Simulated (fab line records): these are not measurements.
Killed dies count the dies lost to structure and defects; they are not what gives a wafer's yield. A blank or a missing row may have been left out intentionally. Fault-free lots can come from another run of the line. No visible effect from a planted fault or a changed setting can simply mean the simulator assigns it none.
What tool caused it? | flow nand harc | at 1 step of a route of 1302, 7 lots with 21 wafers sampled

## WHAT THE GAUGES READ, wafer by wafer
NHARC_P_M0_THK_MEAS_24: measures by xrf.
lot  | measured     | on            | thk nm (nm)
L673 | day 6 16:37  | film metro-02 | 117.9 118.1 117.8
L676 | day 7 13:21  | film metro-01 | 118.0 116.5 116.9
L679 | day 9 01:13  | film metro-02 | 115.9 117.9 115.1
L681 | day 10 02:19 | film metro-02 | 119.2 116.9 117.0
L683 | day 10 15:32 | film metro-02 | 117.3 119.3 117.6
L685 | day 11 09:29 | film metro-02 | 116.1 116.4 117.4
L694 | day 15 07:14 | film metro-02 | 118.1 118.0 116.2

## WHAT TOOL EACH LOT RAN ON (gives the tool, then ch and the chambers of the sampled wafers, and finally the start)
Before these readings, the record contains no process step.

## THE ANSWER, worked out from the rows above alone
Rule: the usual values come from the lots themselves. The widest of any qualifying gaps counts: lots, ordered by their means at a reading, are off when they make up no more than a third of the lots, leave a main group of 4 or more, and stand apart from it by 3 or more times the standard deviation of that group's means. A main group is skipped when, at the precision printed for the reading in the tables above, its means are all equal. Also off: a lot with no number at a reading for which 4 or more lots have one. Where the step has rows for the other lots, those lots are counted as sound.
None of the lots is off at any reading shown; this tells nothing.

## WHAT HAD BEEN PUT IN BY THE SIMULATOR
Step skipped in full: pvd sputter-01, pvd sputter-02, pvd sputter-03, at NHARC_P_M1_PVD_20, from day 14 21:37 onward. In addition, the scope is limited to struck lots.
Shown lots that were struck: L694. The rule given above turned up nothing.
